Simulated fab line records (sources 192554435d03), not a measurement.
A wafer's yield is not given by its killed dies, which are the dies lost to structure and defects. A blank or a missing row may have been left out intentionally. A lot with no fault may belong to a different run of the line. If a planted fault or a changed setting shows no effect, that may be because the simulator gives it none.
fab line records	flow n5Finfet
record: lots: 10	wafers: 30	lastDay: 17
route steps=1938 shown BEOL_M10@1524 BEOL_M15@1807 PASSIVATION@1936
lots untouched by any fault: they come from a run of this same line in which no faults occurred
startH: start of the lot's first displayed wafer, in hours after the record's first day	waitH: hours since the lot's step before	" identical to the entry in the row above	L1.1+2: a row that stands for several wafers	- no value, or no start given	* or withheld: withheld	< > ~ a bound
route shown NAME@n: names a module that has steps shown in the file, with the first one's number in the route	usual: the fault-free wafers' mean and standard deviation	same: alike in all rows	chamber/n: place in a boat	sites: each site's reading	_std_site: how widely they spread, as a standard deviation	_edge_site: inner sites' mean taken away from outer sites' mean	radiusMm: how far each site lies from the wafer's centre	mask NAME#n: copy n	behind: the most recent tool/chamber to have shaped the wafer	hold: why the lot went on hold/how many hours it stayed there/how the hold came to an end	device: whichever transistor did not switch (one of n, p or np)	end of line: tests of these same wafers at the route's end	where a step has no rows: the recipe by itself	killed: dies lost to structure and defects at the first sort, not the wafer's yield	map: shows each die of a wafer: x if killed, . if not, _ if none is there
set.NAME: the setting as run; set.NAME@STEP: as run at that earlier step	model.NAME: the simulator's own value behind a step, which no gauge read
steps of the route over a sample of lots; a table a step, a row a wafer
services: the hour from which a tool's chamber was out of use, counted from the record's first day as startH (under 0 if before that day), plus the number of hours and why
== steps ==
step: N5_BEOL_M10_ALD_74
recipe: material: TaN	targetThkA: 20	tempC: 275	aldPrecursorFamily: PDMAT	aldCoReactant: NH3	pressureTorr: 3	carrierFlowSccm: 1500	pulseTimeS: 2	purgeTimeS: 3	coReactantPurgeTimeS: 2	coReactantPulseTimeS: 3	aldCycles: 40	precursorVesselTempC: 75	precursorVesselPressureTorr: 26.25	precursorVesselCarrierSccm: 1000
usual: heaterPowerW: 416/40	precursorVesselPressureTorr: 26.25/0.056	susceptorTempC: 274.99/0.18
same: pulseTimeS: 2
lot.wafer	tool	chamber	startH	waitH	heaterPowerW	precursorVesselPressureTorr	susceptorTempC
L608.2	aldMetal-04	2	214.45	0.0	436	26.21	274.84
L608.3	"	0	"	"	424	26.28	275.11
L608.4	"	3	"	"	392	26.31	275.20
L612.1	aldMetal-03	3	232.14	0.1	477	26.31	274.81
L612.3	"	1	"	"	362	26.27	274.78
L612.6	"	1	"	"	359	26.27	274.88
L615.1	aldMetal-04	1	264.87	0.1	422	26.24	275.17
L615.2	"	0	"	"	428	26.26	275.01
L615.3	"	3	"	"	382	26.32	275.12
L617.1	aldMetal-04	3	283.65	0.0	391	26.18	274.96
L617.2	"	1	"	"	433	26.19	275.00
L617.4	"	2	"	"	435	26.17	275.40
L623.1	aldMetal-03	0	305.47	0.0	423	26.29	274.93
L623.5	"	1	"	"	363	26.28	274.99
L623.6	"	2	"	"	415	26.24	274.96
L621.2	aldMetal-03	1	305.97	0.0	355	26.22	274.79
L621.4	"	0	"	"	425	26.21	274.83
L621.6	"	0	"	"	420	26.23	274.81
L624.1	aldMetal-01	0	311.29	0.2	404	26.27	274.83
L624.3	"	3	"	"	471	26.34	274.96
L624.5	"	0	"	"	417	26.26	274.90
L628.2	aldMetal-01	1	333.79	0.1	350	26.23	275.16
L628.5	"	3	"	"	451	26.29	274.86
L628.6	"	0	"	"	401	26.27	274.74
L625.2	aldMetal-01	2	339.18	0.2	462	26.22	274.74
L625.3	"	3	"	"	450	26.31	275.06
L625.4	"	1	"	"	360	26.23	274.93
L630.1	aldMetal-01	0	358.61	0.0	412	26.22	275.01
L630.2	"	1	"	"	342	26.25	275.06
L630.3	"	3	"	"	459	26.19	275.14
step: N5_BEOL_M15_DESCUM_33
recipe: chemistry: O2	timeS: 7.9	sourcePowerW: 50	biasPowerW: 20	pressureMtorr: 20	rfFrequencyHz: 2.712e+07	tempC: 40	o2FlowSccm: 225
usual: drypumpMotorCurrentA: 5.6/0.49	oesProductAu: 0.79/0.092	rfVppV: 244.3/1.3	showerheadPlenumPTorr: 2.15/0.066	throttleValvePct: 20.47/0.29
lot.wafer	tool	chamber	startH	waitH	drypumpMotorCurrentA	oesProductAu	rfHoursCounterH	rfVppV	showerheadPlenumPTorr	throttleValvePct
L608.2	rieDiel-06	2	248.25	0.5	5.9	0.92	7	243.3	2.05	20.31
L608.3	"	0	"	"	5.1	0.71	176	242.5	1.98	20.40
L608.4	"	1	"	"	6.6	0.83	58	244.1	2.20	20.00
L612.1	rieDiel-06	3	267.18	0.0	6.5	0.71	182	245.2	2.17	20.30
L612.3	"	2	"	"	5.9	0.92	13	242.4	2.05	20.29
L612.6	"	3	"	"	6.5	0.72	-	245.6	2.17	20.30
L615.1	rieDiel-02	3	293.48	0.0	5.5	0.72	183	245.0	2.15	20.61
L615.2	"	0	"	"	5.2	0.71	189	245.3	2.17	20.89
L615.3	"	2	"	"	5.0	0.90	34	245.4	2.20	19.98
L617.1	rieDiel-06	2	313.14	0.0	5.9	0.89	24	243.1	2.04	20.32
L617.2	"	1	"	"	6.6	0.82	76	246.1	2.19	20.05
L617.4	"	0	"	"	5.2	0.71	195	241.7	1.97	20.44
L621.2	rieDiel-02	1	333.87	0.3	5.7	0.89	44	245.6	2.22	20.69
L621.4	"	0	"	"	5.2	0.71	202	244.2	2.17	20.91
L621.6	"	0	"	"	5.2	0.71	-	243.5	2.17	20.90
L623.1	rieDiel-05	1	343.03	0.0	5.7	0.82	99	244.0	2.12	20.57
L623.5	"	0	"	"	6.2	0.95	-	243.5	2.22	20.25
L623.6	"	1	"	"	5.7	0.81	-	244.2	2.12	20.58
L624.1	rieDiel-05	1	343.37	0.0	5.7	0.81	99	243.7	2.12	20.58
L624.3	"	0	"	"	6.2	0.94	2	245.7	2.22	20.24
L624.5	"	1	"	"	5.7	0.80	-	243.3	2.12	20.57
L628.2	rieDiel-02	3	368.50	0.0	5.5	0.71	204	243.5	2.15	20.61
L628.5	"	2	"	"	5.0	0.88	-	245.5	2.20	20.05
L628.6	"	1	"	"	5.6	0.88	-	244.9	2.21	20.73
L625.2	rieDiel-02	1	370.87	0.6	5.6	0.88	53	245.6	2.21	20.73
L625.3	"	2	"	"	5.0	0.87	54	243.9	2.20	20.03
L625.4	"	0	"	"	5.2	0.70	212	245.4	2.16	20.93
L630.1	rieDiel-02	2	393.64	0.1	5.0	0.87	61	246.0	2.19	20.06
L630.2	"	1	"	"	5.6	0.87	61	244.3	2.21	20.74
L630.3	"	0	"	"	5.2	0.70	219	244.2	2.16	20.95
step: N5_BEOL_M15_ETCH_61
recipe: chemistry: N2/H2	target: BARC	targetDepthA: 890	overetchA: 267	timeS: 67.9	ionEnergyEv: 200	pressureMtorr: 30	sourceW: 840	biasW: 150	n2FlowSccm: 200	h2FlowSccm: 200
usual: drypumpMotorCurrentA: 5.6/0.49	n2FlowSccm: 200.0/0.56	oesProductAu: 0.67/0.072	rfVppV: 526.2/2.4	showerheadPlenumPTorr: 2.62/0.083	throttleValvePct: 18.0/0.32
lot.wafer	tool	chamber	startH	waitH	drypumpMotorCurrentA	n2FlowSccm	oesProductAu	rfHoursCounterH	rfVppV	showerheadPlenumPTorr	throttleValvePct
L608.2	rieDiel-06	2	248.28	0.0	5.9	200.5	0.79	7	523.4	2.50	17.8
L608.3	"	0	"	"	5.2	199.7	0.61	176	519.1	2.41	17.8
L608.4	"	1	"	"	6.6	200.1	0.71	58	527.9	2.70	17.6
L612.1	rieDiel-06	3	267.21	0.0	6.5	200.3	0.62	182	526.3	2.63	17.8
L612.3	"	2	"	"	5.9	200.6	0.77	13	522.4	2.49	17.8
L612.6	"	3	"	"	6.5	200.8	0.63	-	526.9	2.63	17.8
L615.1	rieDiel-02	3	293.51	0.0	5.5	200.2	0.61	183	525.7	2.63	18.1
L615.2	"	0	"	"	5.2	199.5	0.61	189	525.6	2.62	18.1
L615.3	"	2	"	"	5.0	200.8	0.76	34	528.0	2.69	17.4
L617.1	rieDiel-06	2	313.17	0.0	5.9	201.0	0.75	24	523.1	2.49	17.8
L617.2	"	1	"	"	6.6	200.3	0.69	76	527.9	2.69	17.6
L617.4	"	0	"	"	5.1	199.1	0.60	195	520.7	2.41	17.8
L621.2	rieDiel-02	1	333.90	0.0	5.7	200.3	0.76	44	529.2	2.70	18.3
L621.4	"	0	"	"	5.2	198.7	0.60	202	524.9	2.61	18.2
L621.6	"	0	"	"	5.2	199.9	0.61	-	528.0	2.61	18.2
L623.1	rieDiel-05	1	343.06	0.0	5.7	200.3	0.68	99	524.8	2.56	18.0
L623.5	"	0	"	"	6.1	200.7	0.81	-	528.1	2.71	17.7
L623.6	"	1	"	"	5.6	198.7	0.69	-	523.6	2.56	18.0
L624.1	rieDiel-05	1	343.40	0.0	5.7	199.8	0.69	99	524.7	2.56	18.0
L624.3	"	0	"	"	6.2	200.0	0.80	2	529.8	2.71	17.7
L624.5	"	1	"	"	5.7	199.4	0.68	-	524.2	2.56	18.0
L628.2	rieDiel-02	3	368.53	0.0	5.5	200.0	0.60	204	526.6	2.63	18.2
L628.5	"	2	"	"	5.0	200.0	0.74	-	527.9	2.69	17.5
L628.6	"	1	"	"	5.6	199.8	0.74	-	529.0	2.70	18.3
L625.2	rieDiel-02	1	370.91	0.0	5.6	200.2	0.75	53	528.4	2.70	18.3
L625.3	"	2	"	"	5.0	199.9	0.73	54	526.8	2.69	17.5
L625.4	"	0	"	"	5.2	200.1	0.60	212	525.2	2.61	18.2
L630.1	rieDiel-02	2	393.67	0.0	5.0	200.1	0.72	61	527.9	2.68	17.5
L630.2	"	1	"	"	5.6	199.5	0.73	61	527.5	2.70	18.3
L630.3	"	0	"	"	5.2	199.4	0.59	219	526.0	2.61	18.2
step: N5_BEOL_M15_SPUTTER_45
recipe: material: Cu	targetThkA: 1000	tempC: -20	biasV: 60	powerW: 26000	chamberPressurePa: 0.13	timeS: 16.67
usual: biasV: 60.0/0.62	cathodeDcPowerW: 25999/4.4	susceptorTempC: -20.00/0.11	throttleValvePct: 30.3/1.3
lot.wafer	tool	chamber	startH	waitH	biasV	cathodeDcPowerW	susceptorTempC	throttleValvePct
L608.2	pvdSputter-03	-	259.06	0.0	60.0	25997	-19.92	29.7
L608.3	"	-	"	"	59.9	26001	-20.05	28.4
L608.4	"	-	"	"	59.6	25999	-19.99	32.4
L612.1	pvdSputter-03	-	270.28	0.0	59.9	25999	-19.97	29.6
L612.3	"	-	"	"	59.9	25992	-20.16	32.5
L612.6	"	-	"	"	59.0	25998	-20.04	32.5
L615.1	pvdSputter-03	-	298.47	0.0	60.9	25997	-20.03	32.5
L615.2	"	-	"	"	59.7	26001	-19.93	28.0
L615.3	"	-	"	"	60.3	26004	-19.98	29.6
L617.1	pvdSputter-03	-	314.35	0.0	59.9	26001	-20.05	28.3
L617.2	"	-	"	"	60.5	26008	-20.12	30.3
L617.4	"	-	"	"	59.6	26001	-19.99	32.4
L621.2	pvdSputter-01	-	337.71	0.0	58.7	25992	-20.06	31.2
L621.4	"	-	"	"	60.0	26009	-20.18	31.2
L621.6	"	-	"	"	59.7	26004	-20.11	31.4
L624.1	pvdSputter-02	-	344.55	0.0	59.6	26002	-19.98	28.2
L624.3	"	-	"	"	60.9	26001	-20.00	29.9
L624.5	"	-	"	"	59.8	25995	-20.02	31.2
L623.1	pvdSputter-01	-	344.96	0.0	59.9	26000	-20.00	29.0
L623.5	"	-	"	"	59.1	25995	-20.08	30.2
L623.6	"	-	"	"	60.2	25994	-20.11	28.8
L628.2	pvdSputter-02	-	370.88	0.0	60.6	26003	-19.86	30.2
L628.5	"	-	"	"	61.1	25996	-20.07	29.8
L628.6	"	-	"	"	59.4	25994	-19.94	27.8
L625.2	pvdSputter-03	-	372.60	0.0	59.6	25994	-19.74	28.2
L625.3	"	-	"	"	59.7	26002	-19.94	30.5
L625.4	"	-	"	"	59.3	26008	-19.97	32.4
L630.1	pvdSputter-03	-	396.55	0.0	60.6	26003	-20.12	30.3
L630.2	"	-	"	"	60.8	25992	-20.11	29.6
L630.3	"	-	"	"	59.9	26004	-20.14	28.5
step: N5_PASSIVATION_PROBE_49
usual: defectLimitedYield: 91.4/1.4	killed_at_M0_to_M3: 31/10	killed_at_M4_up: 14/5.6	killedAtContacts: 13/6.3	killedAtFrontEnd: 39/10	killedAtOther: 4/3.1	killedDies: 101/16	killedOnRim: 13/3.9	killedOpen: 65/13	killedShort: 34/7.2	sort_bin_5_function: 5.1/0.88	sort_bin_6_memory: 3.2/0.66	sortNPass: 1079/16	sortYieldPct: 91.4/1.4
same: grossDies: 1180	killedAtBackSide: 0	sort_bin_4_leakage[%]: 0	sort_bin_8_speed[%]: 0
lot.wafer	tool	chamber	startH	waitH	defectLimitedYield[%]	killed_at_M0_to_M3	killed_at_M4_up	killedAtContacts	killedAtFrontEnd	killedAtOther	killedDies	killedOnRim	killedOpen	killedShort	sort_bin_5_function[%]	sort_bin_6_memory[%]	sortNPass	sortYieldPct[%]
L621.2	prober-02	-	356.06	0.1	79.8	45	128	10	45	10	238	24	81	41	12.9	4.7	942	79.8
L621.4	prober-02	-	356.16	0.2	84.9	20	103	11	34	10	178	27	49	33	9.2	2.7	1002	84.9
L621.6	prober-02	-	356.26	0.3	83.1	31	105	7	48	8	199	29	73	34	9.8	4.6	981	83.1
L623.1	prober-01	-	362.12	0.0	85.6	18	104	12	35	1	170	31	49	32	8.6	3.6	1010	85.6
L623.5	prober-01	-	362.32	0.2	81.9	29	137	13	31	3	213	22	63	28	11.0	3.7	967	81.9
L623.6	prober-01	-	362.37	0.3	82.0	18	147	14	33	0	212	10	57	22	11.8	3.5	968	82.0
killed by level:class
L621.2 BEOL_M10:unspecified=114 BEOL_M0_SAQP:geometricParticle:short=15 BEOL_M0_SAQP:geometricParticle:open=13 STI_FIN_REVEAL:geometricParticle:open=8 DUMMY_GATE:geometricParticle:open=8 MOL_CONTACT_COAG:geometricParticle:open=8 GATE_CUT:geometricParticle:short=6 BEOL_M4:geometricParticle:open=6
L621.4 BEOL_M10:unspecified=93 MOL_CONTACT_COAG:geometricParticle:open=9 FIN_SAQP:geometricParticle:short=6 BEOL_M0_SAQP:geometricParticle:short=6 FIN_SAQP:geometricParticle:open=5 DUMMY_GATE:geometricParticle:short=5 DUMMY_GATE:geometricParticle:open=5 BEOL_M2:geometricParticle:open=5
L621.6 BEOL_M10:unspecified=88 FIN_SAQP:geometricParticle:open=13 BEOL_M0_SAQP:geometricParticle:open=12 GATE_CUT:geometricParticle:open=9 BEOL_M0_SAQP:geometricParticle:short=7 STI_FIN_REVEAL:geometricParticle:open=5 DUMMY_GATE:geometricParticle:open=4 MOL_CONTACT_COAG:geometricParticle:open=4
L623.1 BEOL_M10:unspecified=86 MOL_CONTACT_COAG:geometricParticle:open=8 BEOL_M4:geometricParticle:open=7 DUMMY_GATE:geometricParticle:short=6 DUMMY_GATE:geometricParticle:open=6 GATE_CUT:geometricParticle:short=6 BEOL_M0_SAQP:geometricParticle:open=6 BEOL_M3:geometricParticle:short=5
L623.5 BEOL_M10:unspecified=120 MOL_CONTACT_COAG:geometricParticle:open=10 FIN_SAQP:geometricParticle:open=9 BEOL_M0_SAQP:geometricParticle:open=7 BEOL_M0_SAQP:geometricParticle:short=7 BEOL_M1:geometricParticle:open=6 BEOL_M5:geometricParticle:open=6 FIN_SAQP:geometricParticle:short=4
L623.6 BEOL_M10:unspecified=130 BEOL_M4:geometricParticle:open=11 MOL_CONTACT_COAG:geometricParticle:open=10 FIN_SAQP:geometricParticle:open=7 BEOL_M3:geometricParticle:open=5 STARTING-WAFER:geometricParticle:open=5 DUMMY_GATE:geometricParticle:open=4 BEOL_M3:geometricParticle:short=4
== services ==
tool	chamber	startH	hours	kind
rieDiel-06	2	207.73	-	clean
rieDiel-06	2	207.73	-	consumableReplace:focusRing
rieDiel-06	2	207.73	13.7	scheduledDown
rieDiel-02	2	209.65	5.9	repair
rieDiel-06	-	213.63	0.3	repair
aldMetal-03	-	234.39	8.7	pm
aldMetal-03	3	243.38	8.7	repair
aldMetal-01	0	252.53	34.1	repair
aldMetal-01	-	257.65	6.0	pm
rieDiel-06	2	290.72	8.7	repair
aldMetal-03	0	291.00	3.5	repair
rieDiel-05	0	302.92	10.6	repair
rieDiel-06	1	313.56	3.6	repair
rieDiel-06	-	324.61	2.8	pm
rieDiel-02	2	330.09	1.6	repair
aldMetal-04	-	337.59	14.0	pm
rieDiel-06	0	339.69	7.4	repair
rieDiel-05	2	353.39	15.3	repair
pvdSputter-03	-	355.26	3.1	repair
rieDiel-05	-	381.65	2.8	pm
aldMetal-03	-	385.24	1.0	repair
rieDiel-06	2	385.88	2.4	repair
rieDiel-05	-	392.36	1.5	repair
aldMetal-03	-	395.51	6.0	pm
== key ==
firstSign: step: N5_PASSIVATION_PROBE_49	reading: killed_at_M4_up	direction: up	sigmas: 19	usual: 14	struck: 121
effect: step: N5_PASSIVATION_PROBE_49	reading: defectLimitedYield	direction: down	sigmas: 6.2	usual: 91.4	struck: 82.9
moreKillsBornAt: N5_BEOL_M10_ALD_74@aldMetal-03: 631
metAt N5_BEOL_M10_ALD_74
struckLots L621,L623
notActingAt N5_BEOL_M15_DESCUM_33,N5_BEOL_M15_ETCH_61,N5_BEOL_M15_SPUTTER_45
onsetBetween 232.14 305.47
fault: kind: chamberParticleSource	tool: aldMetal-03	chamber: -	onsetH: 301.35	steps: N5_BEOL_M10_ALD_74	ratePerVisitCm2: 1.1547	endH: 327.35
